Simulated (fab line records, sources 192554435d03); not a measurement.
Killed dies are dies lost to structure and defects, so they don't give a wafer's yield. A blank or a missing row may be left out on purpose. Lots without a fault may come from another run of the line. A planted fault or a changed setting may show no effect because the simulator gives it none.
Chamber matching | flow n5_finfet | N5_BEOL_M4_CO_CAP_55 on cvd_co-02: 3 sister chambers
The step material Co, precursor CCTBA/H2, target thk 2 nm, time 102.1 s. 24 wafers are shown with their chamber, then 12 later ones without.

WAFERS WITH THEIR CHAMBER
wafer  | chamber | heater_power_w (W)
L075.2 | 0       | 253
L075.3 | 1       | 288
L075.5 | 1       | 284
L076.3 | 0       | 249
L076.4 | 1       | 280
L076.5 | 1       | 282
L083.1 | 1       | 285
L083.4 | 2       | 228
L083.5 | 1       | 283
L082.1 | 1       | 287
L082.2 | 0       | 252
L082.4 | 0       | 258
L084.4 | 2       | 229
L084.5 | 1       | 287
L084.6 | 0       | 257
L086.2 | 0       | 256
L086.3 | 2       | 232
L086.4 | 0       | 255
L087.2 | 2       | 228
L087.3 | 1       | 285
L087.4 | 0       | 261
L088.1 | 2       | 231
L088.3 | 0       | 257
L088.5 | 2       | 234

SIGNATURES (means of the wafers above)
reading        | chamber 0 | chamber 1 | chamber 2 | scatter within a chamber
heater_power_w | 255.33    | 284.56    | 230.33    | 2.97
Rule: a wafer's distance from a chamber is the root of the sum, over the readings, of the square of ((its reading less the chamber's mean) divided by the reading's scatter). The wafer belongs to the nearest chamber; if the next one is less than 2 further off, it can't be placed. The scatter: the root of (the sum of the squares of (reading less its chamber's mean) over the shown wafers, divided by (wafers less chambers)).

WAFERS WITHOUT THEIR CHAMBER
wafer  | heater_power_w (W)
L097.2 | 257
L097.4 | 289
L097.6 | 254
L093.1 | 256
L093.2 | 231
L093.4 | 230
L096.2 | 253
L096.3 | 228
L096.5 | 281
L095.3 | 235
L095.4 | 233
L095.5 | 277

WHICH CHAMBER EACH WENT THROUGH
wafer  | from the rows above | in truth
L097.2 | 0                   | 0
L097.4 | 1                   | 1
L097.6 | 0                   | 0
L093.1 | 0                   | 0
L093.2 | 2                   | 2
L093.4 | 2                   | 2
L096.2 | 0                   | 0
L096.3 | 2                   | 2
L096.5 | 1                   | 1
L095.3 | 2                   | 2
L095.4 | 2                   | 2
L095.5 | 1                   | 1
Placed correctly: 12 of 12. Can't be placed from these rows: 0. Placed wrongly: 0.
